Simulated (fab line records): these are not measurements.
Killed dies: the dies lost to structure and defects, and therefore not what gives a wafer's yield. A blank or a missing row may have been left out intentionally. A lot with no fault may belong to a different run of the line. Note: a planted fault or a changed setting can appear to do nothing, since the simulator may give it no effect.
Matching of chambers ; flow n5Finfet ; 4 sister chambers for N5_BEOL_M13_CMP_49 on cmp-03
The step polishes, stops on SiOC, t overpolish 17.1 s, target thk 420 nm. 18 wafers are shown with their chamber, then 9 later ones without.

WAFERS PAIRED WITH THEIR CHAMBERS
wafer;chamber;motorCurrentA (A);barrierFieldEndpointS (s);overpolishRunS (s)
L075.2;2;6.3;29.9;17.093
L075.4;3;6.4;29.4;17.104
L075.6;1;6.3;30.1;17.107
L077.1;2;6.7;30.2;17.096
L077.2;3;6.8;29.4;17.110
L077.5;2;6.4;29.5;17.091
L083.1;3;6.6;30.4;17.087
L083.5;1;6.8;30.1;17.090
L083.6;0;5.8;29.7;17.082
L092.2;3;6.7;31.5;17.114
L092.3;1;6.5;30.1;17.107
L092.4;0;6.2;30.8;17.108
L085.3;2;6.5;30.4;17.102
L085.4;3;6.5;31.6;17.099
L085.6;2;6.5;30.3;17.093
L090.2;2;6.7;30.3;17.103
L090.4;3;6.6;30.6;17.099
L090.5;2;6.4;29.7;17.104

SIGNATURES, as means of the wafers listed above
reading;chamber 0;chamber 1;chamber 2;chamber 3;scatter within a chamber
motorCurrentA;6.000;6.533;6.500;6.600;0.179
barrierFieldEndpointS;30.250;30.100;30.043;30.483;0.653
overpolishRunS;17.09500;17.10133;17.09743;17.10217;0.00912
Rule: a wafer lies at a distance from a chamber equal to the root of the sum of squares, over the readings, of (its reading less the chamber's mean, divided by the reading's scatter). If the next closest chamber is less than 2 further off than the closest, the wafer can't be placed; otherwise it belongs to the closest. The scatter: take each reading less its chamber's mean, square it, sum over the shown wafers, divide by the number of wafers less the number of chambers, and take the root.

WAFERS WITHOUT THEIR CHAMBER
wafer;motorCurrentA (A);barrierFieldEndpointS (s);overpolishRunS (s)
L091.1;6.3;30.3;17.098
L091.3;6.7;31.0;17.099
L091.4;6.4;30.0;17.106
L079.1;6.1;30.0;17.110
L079.2;6.6;30.4;17.084
L079.6;6.5;29.6;17.094
L094.1;6.0;30.8;17.111
L094.2;6.7;30.1;17.097
L094.6;6.1;29.8;17.098

THE CHAMBER EACH PASSED THROUGH
wafer;from the rows above;in truth
L091.1;can't be placed: 2 or 1 or 0 or 3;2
L091.3;can't be placed: 3 or 1 or 2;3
L091.4;can't be placed: 1 or 2 or 3 or 0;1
L079.1;can't be placed: 0 or 1 or 2 or 3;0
L079.2;can't be placed: 2 or 1 or 3 or 0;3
L079.6;can't be placed: 2 or 1 or 3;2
L094.1;can't be placed: 0 or 1 or 2 or 3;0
L094.2;can't be placed: 3 or 1 or 2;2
L094.6;can't be placed: 0 or 2 or 1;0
0 of 9 placed correctly. Cannot be placed on the basis of these rows: 9; the candidates contain the true chamber in 9. Number placed wrongly: 0.
